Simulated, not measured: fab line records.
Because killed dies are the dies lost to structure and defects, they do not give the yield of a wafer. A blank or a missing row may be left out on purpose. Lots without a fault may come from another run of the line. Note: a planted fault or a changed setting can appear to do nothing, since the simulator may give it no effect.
One fault through the eyes of 2 desks | flow n5-finfet | every desk sees just its own numbers, and what lay behind them comes last

== AT THE METROLOGY DESK ==
What the gauges read, lot by lot, whatever tool the lot ran on: means of the sampled wafers that have a number. Any lot whose mean is over 4 standard deviations away from the usual mean is out of limits and marked OUT; that distance is given in the brackets. It has 15 readings, of which 7 appear: the earliest out of limits, and the ones furthest out on some lot.
Columns: A = IOFF_N at N5_BEOL_M4_RC_MEAS_101, usual 0.162 nA/um; B = IOFF_N_85C at N5_BEOL_M4_RC_MEAS_101, usual 3.2 nA/um; C = IOFF_N_LIN at N5_BEOL_M4_RC_MEAS_101, usual 0.075 nA/um; D = IOFF_N_LONG at N5_BEOL_M4_RC_MEAS_101, usual 5.73e-05 nA/um; E = VT_N at N5_BEOL_M4_RC_MEAS_101, usual 249.4 mV; F = VT_N_LONG at N5_BEOL_M4_RC_MEAS_101, usual 273.9 mV; G = VT_N_LVT at N5_BEOL_M4_RC_MEAS_101, usual 98.1 mV
lot  | first seen here | A     | B   | C                | D                   | E     | F                | G
L260 | day 10 02:08    | 0.152 | 3.0 | 0.071            | 5.65e-05            | 249.0 | 274.9            | 96.9
L262 | day 10 03:59    | 0.150 | 3.0 | 0.072            | 5.99e-05            | 249.5 | 273.5            | 96.4
L263 | day 10 09:19    | 0.169 | 3.3 | 0.077            | 5.81e-05            | 249.0 | 274.0            | 97.6
L266 | day 11 02:43    | 0.217 | 3.9 | 0.100            | 7.56e-05 (+7.3) OUT | 242.8 | 266.3 (-4.2) OUT | 92.7
L265 | day 11 04:33    | 0.253 | 4.5 | 0.115 (+4.4) OUT | 7.42e-05 (+6.8) OUT | 239.4 | 265.5 (-4.6) OUT | 89.4
L267 | day 11 15:52    | 0.232 | 4.2 | 0.103            | 7.09e-05 (+5.4) OUT | 242.1 | 268.8            | 92.7
L274 | day 13 06:13    | 0.124 | 2.5 | 0.061            | 5.16e-05            | 254.4 | 277.2            | 104.6
L275 | day 13 09:01    | 0.156 | 3.1 | 0.072            | 5.72e-05            | 250.1 | 275.0            | 97.6
L273 | day 13 13:46    | 0.136 | 2.7 | 0.066            | 5.88e-05            | 250.7 | 273.6            | 98.7
This desk's result: L265, L266, L267 out of limits, first on L266 (IOFF_N_LONG at N5_BEOL_M4_RC_MEAS_101), day 11 02:43. L260, L262, L263, L274, L275, L273 stayed within limits.

== DESK OF THE TOOL OWNER: ald-metal-02 ==
The tool's own readings at N5_HKMG_FIN_ALD_91 (deposits TiN, target thk 1 nm, pulse time 1 s, purge time 3 s): means of the sampled wafers that have a number, for each lot that ran on this tool. Any lot whose mean is over 4 standard deviations away from the usual mean is out of limits and marked OUT; that distance is given in the brackets.
Columns: A = heater-power-w at N5_HKMG_FIN_ALD_91, usual 902 W; B = precursor-pulse-height-rel at N5_HKMG_FIN_ALD_91, usual 1.000; C = susceptor-temp-C at N5_HKMG_FIN_ALD_91, usual 400.03 C
lot  | first seen here | A    | B     | C
L260 | day 6 03:32     | 1019 | 0.996 | 400.03
L262 | day 6 16:25     | 917  | 1.002 | 400.07
L263 | day 7 03:55     | 1029 | 1.016 | 399.89
L265 | day 7 14:53     | 975  | 0.990 | 385.77 (-68) OUT
L266 | day 8 00:13     | 914  | 1.013 | 385.54 (-69) OUT
L267 | day 8 01:48     | 902  | 1.005 | 385.64 (-69) OUT
This desk's finding: out of limits on L265, L266, L267; first on L265, day 7 14:53 (susceptor-temp-C at N5_HKMG_FIN_ALD_91). L260, L262, L263 stayed within limits.

== ALL TOGETHER ==
At day 7 14:53, on L265, L266, L267, the tool owner's desk was in a position to raise an alarm.
On L265, L266, L267, the metrology desk was in a position to raise an alarm at day 11 02:43.
On ald-metal-02, each named lot ran N5_HKMG_FIN_ALD_91.

== WHAT THE SIMULATOR HAD PUT IN ==
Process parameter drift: ald-metal-02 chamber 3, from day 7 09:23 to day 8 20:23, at N5_HKMG_FIN_ALD_91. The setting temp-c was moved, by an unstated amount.
Lots struck among those shown: L265, L266, L267.
Time in hours from fault onset to the first out-of-limits reading at each desk: tool owner's desk 5, metrology desk 89.
